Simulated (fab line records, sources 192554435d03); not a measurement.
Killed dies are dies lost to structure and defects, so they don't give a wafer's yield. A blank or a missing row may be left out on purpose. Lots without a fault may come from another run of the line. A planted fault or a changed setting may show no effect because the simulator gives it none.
Split-lot experiment | flow n5_finfet | 7 lots, 21 wafers read, on a route of 1938 steps

THE SPLIT
At N5_BEOL_M13_EXPOSE_07 (exposes mask V12), the setting dose_mj was moved away from the recipe's 24.8 on 6 of the 21 wafers read, by -6.0% to -2.7%. The other wafers ran this setting at the recipe's value.

FROM THE SPLIT TO THE READING: what the file shows between them, 11 steps
- N5_BEOL_M13_PEB_08: peb time 90 s
- N5_BEOL_M13_DEVELOP_09: develop time 45 s
- N5_BEOL_M13_HARDBAKE_14: time 120 s
- N5_BEOL_M13_CD_MEAS_10: target cd 190 nm
- N5_BEOL_M13_DESCUM_15: chemistry O2, time 7.9 s
- N5_BEOL_M13_ETCH_59: etches BARC in N2/H2, target depth 89 nm, overetch 26.7 nm, time 67.9 s
- N5_BEOL_M13_VIA_ETCH_16: etches SiOC in C4F8/O2/Ar, target depth 921.7 nm
- N5_BEOL_M13_STRIP_63: strips in N2/H2
- N5_BEOL_M13_STRIP_64: strips in N2/H2
- N5_BEOL_M13_STRIP_71: strips in post etch residue remover, time 60 s
- N5_BEOL_M13_SRD_72: time 30 s, dry time 30 s

THE READING
cd_nm, in nm, at N5_BEOL_M13_CD_MEAS_17 (target cd 190 nm). Fault-free wafers of this fab line usually give 190.3 nm, standard deviation 1.3 nm.

wafer  | tool, chamber at the split | dose_mj as run | against the recipe | cd_nm, nm | against lot-mates on the recipe
L078.1 | krf_scanner-01, 0          | 24.8           | recipe             | 191.0     | -
L078.3 | krf_scanner-01, 0          | 24.8           | recipe             | 189.6     | -
L078.5 | krf_scanner-01, 0          | 24.13          | -2.7%              | 185.7     | -4.6
L081.1 | krf_scanner-02, 0          | 24.8           | recipe             | 190.5     | -
L081.2 | krf_scanner-02, 0          | 24.8           | recipe             | 190.6     | -
L081.5 | krf_scanner-02, 0          | 24.8           | recipe             | 188.9     | -
L088.3 | krf_scanner-02, 0          | 24.8           | recipe             | 189.9     | -
L088.5 | krf_scanner-02, 0          | 24.8           | recipe             | 190.8     | -
L088.6 | krf_scanner-02, 0          | 24.8           | recipe             | 188.2     | -
L093.3 | krf_scanner-01, 0          | 24.8           | recipe             | 193.3     | -
L093.5 | krf_scanner-01, 0          | 24.8           | recipe             | 191.6     | -
L093.6 | krf_scanner-01, 0          | 24.8           | recipe             | 192.1     | -
L094.1 | krf_scanner-01, 0          | 23.62          | -4.8%              | 186.7     | -4.7
L094.2 | krf_scanner-01, 0          | 24.8           | recipe             | 191.4     | -
L094.6 | krf_scanner-01, 0          | 23.62          | -4.8%              | 186.6     | -4.8
L096.1 | krf_scanner-01, 0          | 23.7           | -4.4%              | 189.3     | -3.2
L096.2 | krf_scanner-01, 0          | 24.8           | recipe             | 191.8     | -
L096.6 | krf_scanner-01, 0          | 24.8           | recipe             | 193.2     | -
L097.1 | krf_scanner-02, 0          | 24.8           | recipe             | 188.9     | -
L097.2 | krf_scanner-02, 0          | 23.31          | -6.0%              | 181.6     | -7.3
L097.5 | krf_scanner-02, 0          | 23.31          | -6.0%              | 183.3     | -5.6

THE FIT
A straight line over all 21 wafers: cd_nm changes by +1.11 nm for each +1% of dose_mj; r = +0.83; the points scatter about the line by 1.7 nm.
The same after taking each lot's own level away (the mean of its wafers on the recipe; 21 wafers): +1.03 nm for each +1%; r = +0.94; scatter 0.91 nm.
On that fit, the largest move of dose_mj shifts the reading by 6.2 nm.
The lots' own levels span 188.90 to 192.50 nm, that is 2.8 times the standard deviation above.
So the lot-to-lot level changes the slope little: the two slopes agree.
Check: with one of the wafers moved furthest among these (-6.0%) left out of the fit, the line predicts -5.83 nm for it against its lot-mates. It came out at -7.3 nm against them.

THE WHOLE CHAIN: every reading that the file lists as answering this split, in the file's order
step                   | what it does     | reading | change (the file's fit)               | r (the file's)
N5_BEOL_M13_CD_MEAS_10 | target cd 190 nm | cd_nm   | +0.979 nm for each +1% of the setting | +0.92
N5_BEOL_M13_CD_MEAS_17 | target cd 190 nm | cd_nm   | +1.03 nm for each +1% of the setting  | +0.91

THE FILE'S OWN FIT
cd_nm changes by +1.03 nm for each +1% of dose_mj, r = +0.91.
